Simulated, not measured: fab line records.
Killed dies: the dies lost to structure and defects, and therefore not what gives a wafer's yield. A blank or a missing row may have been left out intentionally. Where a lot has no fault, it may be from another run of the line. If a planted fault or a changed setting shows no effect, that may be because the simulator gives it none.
A struck lot beside a sound one :: flow n5_finfet :: 14 steps out of a route of 1938
Sound: the wafers L574.4, L574.5, L574.6. Struck: wafer L582.5; the same lot's L582.6 was not struck, so it is left out; see the end for the cause.
Order at every step that has rows: each side's tool, ch and its chambers, its first start. Under that, the readings that differ: sound wafers :: struck wafers :: difference of the means :: sigmas: that difference in standard deviations of wafers without a fault.
alike: readings with means less than 2 such deviations apart, plus words and numbers identical on both sides. not compared: withheld readings, readings lacking a value on some wafer, bounds such as >300 that could conceal the same value, and numbers that have no deviation in the record and whose values overlap.
Wherever a step has rows on one side only, a row that says differs or no value, or a row with sigmas, the two part there. Numbers that have no deviation but don't overlap get no sigmas and don't part them. A reading missing from all wafers of one side parts the sides only when that side holds two or more wafers.

first, 2 steps without rows for these wafers: N5_BEOL_M12_PRECLEAN_39 (cleans in residue remover, time 60 s); N5_BEOL_M12_SRD_40 (time 30 s, dry time 30 s).
N5_BEOL_M12_DEGAS_41: time 60 s.
  sound on pvd_sputter-02 at day 12 17:40; struck on pvd_sputter-03 at day 15 15:45
reading: heater_power_w (W)
sound: 394 400 310
struck: 303
difference: -65
sigmas: -2
N5_BEOL_M12_PRE_CLEAN_42: time 30 s.
  sound on pvd_sputter-02 at day 12 17:42; struck on pvd_sputter-03 at day 15 15:47
  alike: heater_power_w
N5_BEOL_M12_SPUTTER_43: material TaN, target thk 15 nm, time 24.19 s.
  sound on pvd_sputter-02 at day 12 17:44; struck on pvd_sputter-03 at day 15 15:51
  alike: throttle_valve_pct
N5_BEOL_M12_SPUTTER_44: material Ta, target thk 10 nm, time 16.13 s.
  sound on pvd_sputter-02 at day 12 17:49; struck on pvd_sputter-03 at day 15 15:56
  alike: throttle_valve_pct
then, 3 steps without rows for these wafers: N5_BEOL_M12_SPUTTER_45 (material Cu, target thk 80 nm, time 13.33 s); N5_BEOL_M12_ECD_47 (material Cu, target thk 720 nm); N5_BEOL_M12_ANNEAL_48 (time 90 s).
N5_BEOL_M12_CMP_49: polishes, stops on SiOC, t overpolish 20.6 s, target thk 320 nm.
  sound on cmp-04 ch 0,1,3, day 12 18:41; struck on cmp-03 ch 3, day 15 16:41
  alike: barrier_field_endpoint_s, motor_current_A, overpolish_run_s
N5_BEOL_M12_THK_MEAS_50: measures by xrf.
  sound on film_metro-02 at day 12 18:52; struck on film_metro-01 at day 15 16:50
  alike: M12_THK
then, 1 step without rows for these wafers: N5_BEOL_M12_PRE_CLEAN_52 (time 15 s).
N5_BEOL_M12_DEP_53: deposits SiCN from 3MS/NH3, target thk 30 nm, time 10.5 s.
  sound on pecvd-01 ch 1,2, day 12 18:57; struck on pecvd-01 ch 2, day 15 16:55
reading: model.SiCN_of_BEOL_M12_DEP_53.thk_nm (nm)
sound: 30.4 30.6 30
struck: 29.8
difference: -0.5
sigmas: 
  alike: chamber_pressure_Torr, showerhead_plenum_p_Torr, throttle_valve_pct
N5_BEOL_M12_RS_MEAS_54: uses a four-point probe to measure.
  sound on film_metro-01 at day 12 19:01; struck on film_metro-02 at day 15 16:58
  alike: M12_RS

WHERE THEY PART
Within this record, at N5_BEOL_M12_DEGAS_41 only. Later steps at which nothing parts them and some readings are alike: N5_BEOL_M12_PRE_CLEAN_42, N5_BEOL_M12_SPUTTER_43, N5_BEOL_M12_SPUTTER_44, N5_BEOL_M12_CMP_49, N5_BEOL_M12_THK_MEAS_50, N5_BEOL_M12_DEP_53, N5_BEOL_M12_RS_MEAS_54.

WHY: whatever the simulator had introduced
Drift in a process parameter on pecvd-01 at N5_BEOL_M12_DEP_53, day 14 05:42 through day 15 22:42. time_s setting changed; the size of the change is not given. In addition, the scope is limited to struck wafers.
